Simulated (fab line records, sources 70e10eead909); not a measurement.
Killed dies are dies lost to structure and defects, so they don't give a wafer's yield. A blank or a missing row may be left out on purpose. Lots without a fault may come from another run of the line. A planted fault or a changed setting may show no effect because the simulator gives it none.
Chamber matching | flow nand_harc | NHARC_P_M2_ETCH_35 on rie_diel-10: 4 sister chambers
The step etches the open film in N2/H2, target depth 40 nm, overetch 12 nm, time 43.94 s. 20 wafers are shown with their chamber, then 10 later ones without.

WAFERS WITH THEIR CHAMBER
wafer  | chamber | showerhead_plenum_p_Torr (Torr) | drypump_motor_current_A (A) | rf_vpp_V (V)
L324.2 | 1       | 2.01                            | 6.8                         | 430
L324.3 | 2       | 1.92                            | 5.4                         | 426
L324.5 | 2       | 1.92                            | 5.4                         | 427
L325.2 | 0       | 1.92                            | 5.9                         | 427
L325.3 | 3       | 2.20                            | 6.3                         | 433
L325.4 | 1       | 2.02                            | 6.7                         | 430
L326.4 | 2       | 1.92                            | 5.4                         | 428
L326.5 | 3       | 2.20                            | 6.3                         | 436
L326.6 | 2       | 1.91                            | 5.4                         | 426
L329.1 | 3       | 2.20                            | 6.2                         | 435
L329.3 | 2       | 1.91                            | 5.4                         | 427
L329.6 | 0       | 1.92                            | 5.9                         | 428
L332.3 | 2       | 1.91                            | 5.4                         | 426
L332.5 | 0       | 1.92                            | 5.9                         | 426
L332.6 | 3       | 2.20                            | 6.3                         | 435
L331.2 | 3       | 2.20                            | 6.3                         | 437
L331.4 | 2       | 1.91                            | 5.4                         | 428
L331.5 | 0       | 1.92                            | 5.9                         | 428
L330.2 | 2       | 1.91                            | 5.4                         | 427
L330.3 | 3       | 2.20                            | 6.2                         | 435

SIGNATURES (means of the wafers above)
reading                  | chamber 0 | chamber 1 | chamber 2 | chamber 3 | scatter within a chamber
showerhead_plenum_p_Torr | 1.9200    | 2.0150    | 1.9137    | 2.2000    | 0.00385
drypump_motor_current_A  | 5.900     | 6.750     | 5.400     | 6.267     | 0.0339
rf_vpp_V                 | 427.25    | 430.00    | 426.88    | 435.17    | 1.01
Rule: a wafer's distance from a chamber is the root of the sum, over the readings, of the square of ((its reading less the chamber's mean) divided by the reading's scatter). The wafer belongs to the nearest chamber; if the next one is less than 2 further off, it can't be placed. The scatter: the root of (the sum of the squares of (reading less its chamber's mean) over the shown wafers, divided by (wafers less chambers)).

WAFERS WITHOUT THEIR CHAMBER
wafer  | showerhead_plenum_p_Torr (Torr) | drypump_motor_current_A (A) | rf_vpp_V (V)
L330.4 | 1.92                            | 5.9                         | 427
L342.1 | 2.19                            | 6.3                         | 436
L342.2 | 1.91                            | 5.4                         | 428
L342.5 | 2.01                            | 6.8                         | 431
L343.1 | 2.01                            | 6.8                         | 431
L343.4 | 1.92                            | 5.9                         | 428
L343.6 | 1.91                            | 5.4                         | 426
L345.1 | 1.92                            | 5.9                         | 426
L345.2 | 2.01                            | 6.8                         | 431
L345.4 | 2.19                            | 6.3                         | 434

WHICH CHAMBER EACH WENT THROUGH
wafer  | from the rows above | in truth
L330.4 | 0                   | 0
L342.1 | 3                   | 3
L342.2 | 2                   | 2
L342.5 | 1                   | 1
L343.1 | 1                   | 1
L343.4 | 0                   | 0
L343.6 | 2                   | 2
L345.1 | 0                   | 0
L345.2 | 1                   | 1
L345.4 | 3                   | 3
Placed correctly: 10 of 10. Can't be placed from these rows: 0. Placed wrongly: 0.
